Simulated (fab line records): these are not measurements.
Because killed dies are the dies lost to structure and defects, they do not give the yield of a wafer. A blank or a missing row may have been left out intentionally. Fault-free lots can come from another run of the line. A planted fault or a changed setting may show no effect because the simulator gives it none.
Matching of chambers + flow nand_harc + 4 sister chambers for NHARC_A_CONTACT_ETCH_102 on rie_diel-06
The step etches the open film in CF4/O2, target depth 100 nm, overetch 10 nm, time 55 s. 14 wafers are shown with their chamber, then 7 later ones without.

## WAFERS WITH THEIR CHAMBER
| wafer  | chamber | drypump_motor_current_A (A) | showerhead_plenum_p_Torr (Torr) | oes_product_au (a.u.) |
|--------|---------|-----------------------------|---------------------------------|-----------------------|
| L075.1 | 3       | 6.0                         | 1.36                            | 1.015                 |
| L075.2 | 2       | 5.2                         | 1.43                            | 0.985                 |
| L075.5 | 1       | 6.7                         | 1.42                            | 0.984                 |
| L078.2 | 1       | 6.8                         | 1.42                            | 0.991                 |
| L078.5 | 0       | 5.8                         | 1.37                            | 1.011                 |
| L078.6 | 1       | 6.8                         | 1.42                            | 0.989                 |
| L080.3 | 0       | 5.7                         | 1.37                            | 0.998                 |
| L080.4 | 3       | 6.0                         | 1.36                            | 1.019                 |
| L080.6 | 2       | 5.3                         | 1.43                            | 0.983                 |
| L086.3 | 2       | 5.2                         | 1.42                            | 0.984                 |
| L086.4 | 3       | 6.1                         | 1.35                            | 1.023                 |
| L086.6 | 3       | 6.0                         | 1.35                            | 1.021                 |
| L087.1 | 1       | 6.7                         | 1.41                            | 0.992                 |
| L087.3 | 0       | 5.7                         | 1.36                            | 1.003                 |

SIGNATURES, as means of the wafers listed above
| reading                  | chamber 0 | chamber 1 | chamber 2 | chamber 3 | scatter within a chamber |
|--------------------------|-----------|-----------|-----------|-----------|--------------------------|
| drypump_motor_current_A  | 5.733     | 6.750     | 5.233     | 6.025     | 0.0555                   |
| showerhead_plenum_p_Torr | 1.3667    | 1.4175    | 1.4267    | 1.3550    | 0.00555                  |
| oes_product_au           | 1.00400   | 0.98900   | 0.98400   | 1.01950   | 0.00401                  |
Rule: for each reading, subtract the chamber's mean from the wafer's reading, divide by that reading's scatter and square the result; add these up over the readings and take the root, which gives the wafer's distance from the chamber. The wafer belongs to the nearest chamber; if the next one is less than 2 further off, it can't be placed. The scatter is the square root of a quotient: the sum, over the shown wafers, of each reading's squared deviation from its chamber's mean, divided by wafers minus chambers.

## WAFERS WITHOUT THEIR CHAMBER
| wafer  | drypump_motor_current_A (A) | showerhead_plenum_p_Torr (Torr) | oes_product_au (a.u.) |
|--------|-----------------------------|---------------------------------|-----------------------|
| L087.4 | 5.3                         | 1.42                            | 0.988                 |
| L093.1 | 5.2                         | 1.42                            | 0.976                 |
| L093.4 | 6.0                         | 1.35                            | 0.997                 |
| L093.6 | 6.0                         | 1.35                            | 1.006                 |
| L092.1 | 6.8                         | 1.41                            | 0.986                 |
| L092.2 | 5.2                         | 1.42                            | 0.977                 |
| L092.5 | 6.1                         | 1.35                            | 1.006                 |

## WHICH CHAMBER EACH ONE RAN IN
| wafer  | from the rows above     | in truth |
|--------|-------------------------|----------|
| L087.4 | 2                       | 2        |
| L093.1 | 2                       | 2        |
| L093.4 | can't be placed: 3 or 0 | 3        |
| L093.6 | 3                       | 3        |
| L092.1 | 1                       | 1        |
| L092.2 | 2                       | 2        |
| L092.5 | 3                       | 3        |
Correct placement for 6 of the 7. From these rows, 1 cannot be placed; in 1 the true chamber is one of the candidates. 0 placed wrongly.
